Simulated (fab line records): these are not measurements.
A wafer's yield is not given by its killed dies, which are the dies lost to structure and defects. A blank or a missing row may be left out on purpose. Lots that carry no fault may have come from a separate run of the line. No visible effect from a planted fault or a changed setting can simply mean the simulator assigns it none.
Lot-split experiment || flow n5-finfet || on a route of 1938 steps: 7 lots, 21 wafers read

== ABOUT THE SPLIT ==
At N5_BEOL_M14_TRENCH_ETCH_34 (etches SiO2 in C4F8/O2/Ar, target depth 556.65 nm, time 126.9 s), the setting bias-w was moved away from the recipe's 2040 W on 4 of the 21 wafers read, by -15.4% to +15.9%. For the rest of the wafers, this setting stayed at what the recipe calls for.

Reading taken at the split's own step.

== THE READING ==
rf-vpp-V, in V, at N5_BEOL_M14_TRENCH_ETCH_34 (etches SiO2 in C4F8/O2/Ar, target depth 556.65 nm, time 126.9 s). Typical for fault-free wafers on this fab line: 2200 V, with standard deviation 42 V.

{"wafer": "L074.2", "tool, chamber at the split": "rie-diel-05, 3", "bias-w as run, W": 2040, "against the recipe": "recipe", "rf-vpp-V, V": 2148, "against lot-mates on the recipe": "-"}
{"wafer": "L074.5", "tool, chamber at the split": "rie-diel-05, 1", "bias-w as run, W": 2040, "against the recipe": "recipe", "rf-vpp-V, V": 2201, "against lot-mates on the recipe": "-"}
{"wafer": "L074.6", "tool, chamber at the split": "rie-diel-05, 2", "bias-w as run, W": 2040, "against the recipe": "recipe", "rf-vpp-V, V": 2210, "against lot-mates on the recipe": "-"}
{"wafer": "L075.1", "tool, chamber at the split": "rie-diel-04, 3", "bias-w as run, W": 2040, "against the recipe": "recipe", "rf-vpp-V, V": 2199, "against lot-mates on the recipe": "-"}
{"wafer": "L075.3", "tool, chamber at the split": "rie-diel-04, 0", "bias-w as run, W": 2040, "against the recipe": "recipe", "rf-vpp-V, V": 2222, "against lot-mates on the recipe": "-"}
{"wafer": "L075.5", "tool, chamber at the split": "rie-diel-04, 1", "bias-w as run, W": 2040, "against the recipe": "recipe", "rf-vpp-V, V": 2186, "against lot-mates on the recipe": "-"}
{"wafer": "L078.3", "tool, chamber at the split": "rie-diel-04, 2", "bias-w as run, W": 2040, "against the recipe": "recipe", "rf-vpp-V, V": 2178, "against lot-mates on the recipe": "-"}
{"wafer": "L078.5", "tool, chamber at the split": "rie-diel-04, 1", "bias-w as run, W": 2040, "against the recipe": "recipe", "rf-vpp-V, V": 2185, "against lot-mates on the recipe": "-"}
{"wafer": "L078.6", "tool, chamber at the split": "rie-diel-04, 2", "bias-w as run, W": 2040, "against the recipe": "recipe", "rf-vpp-V, V": 2178, "against lot-mates on the recipe": "-"}
{"wafer": "L080.2", "tool, chamber at the split": "rie-diel-04, 3", "bias-w as run, W": 1725, "against the recipe": "-15.4%", "rf-vpp-V, V": 1953, "against lot-mates on the recipe": -246}
{"wafer": "L080.4", "tool, chamber at the split": "rie-diel-04, 0", "bias-w as run, W": 1725, "against the recipe": "-15.4%", "rf-vpp-V, V": 1971, "against lot-mates on the recipe": -228}
{"wafer": "L080.5", "tool, chamber at the split": "rie-diel-04, 3", "bias-w as run, W": 2040, "against the recipe": "recipe", "rf-vpp-V, V": 2199, "against lot-mates on the recipe": "-"}
{"wafer": "L084.1", "tool, chamber at the split": "rie-diel-06, 3", "bias-w as run, W": 2040, "against the recipe": "recipe", "rf-vpp-V, V": 2122, "against lot-mates on the recipe": "-"}
{"wafer": "L084.2", "tool, chamber at the split": "rie-diel-06, 0", "bias-w as run, W": 2040, "against the recipe": "recipe", "rf-vpp-V, V": 2196, "against lot-mates on the recipe": "-"}
{"wafer": "L084.3", "tool, chamber at the split": "rie-diel-06, 1", "bias-w as run, W": 1847, "against the recipe": "-9.5%", "rf-vpp-V, V": 2079, "against lot-mates on the recipe": -80}
{"wafer": "L086.1", "tool, chamber at the split": "rie-diel-04, 1", "bias-w as run, W": 2040, "against the recipe": "recipe", "rf-vpp-V, V": 2183, "against lot-mates on the recipe": "-"}
{"wafer": "L086.2", "tool, chamber at the split": "rie-diel-04, 3", "bias-w as run, W": 2040, "against the recipe": "recipe", "rf-vpp-V, V": 2198, "against lot-mates on the recipe": "-"}
{"wafer": "L086.4", "tool, chamber at the split": "rie-diel-04, 2", "bias-w as run, W": 2040, "against the recipe": "recipe", "rf-vpp-V, V": 2176, "against lot-mates on the recipe": "-"}
{"wafer": "L092.1", "tool, chamber at the split": "rie-diel-04, 2", "bias-w as run, W": 2365, "against the recipe": "+15.9%", "rf-vpp-V, V": 2410, "against lot-mates on the recipe": "+213"}
{"wafer": "L092.3", "tool, chamber at the split": "rie-diel-04, 3", "bias-w as run, W": 2040, "against the recipe": "recipe", "rf-vpp-V, V": 2197, "against lot-mates on the recipe": "-"}
{"wafer": "L092.4", "tool, chamber at the split": "rie-diel-04, 3", "bias-w as run, W": 2040, "against the recipe": "recipe", "rf-vpp-V, V": 2197, "against lot-mates on the recipe": "-"}

THE FIT
A straight line over all 21 wafers: rf-vpp-V changes by +14.1 V for each +1% of bias-w; r = +0.97; the points scatter about the line by 22 V.
The same after taking each lot's own level away (the mean of its wafers on the recipe; 21 wafers): +14 V for each +1%; r = +0.97; scatter 23 V.
The reading moves by 2.2e+02 V for the largest change in bias-w, on that fit.
Across the lots, their own levels run from 2159.0 to 2202.3 V, a range of 1.0 times the standard deviation given above.
The two slopes agree, so the slope changes little with the lot-to-lot level.
Check: with one of the wafers moved furthest among these (+15.9%) left out of the fit, the line predicts +230 V for it against its lot-mates. Against them it came out at +213 V.
Tool readings at the split's step, against how far the setting was moved: rf-vpp-V r = +0.97.

== FILE'S OWN FIT ==
rf-vpp-V changes by +13.4 V for each +1% of bias-w, r = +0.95.
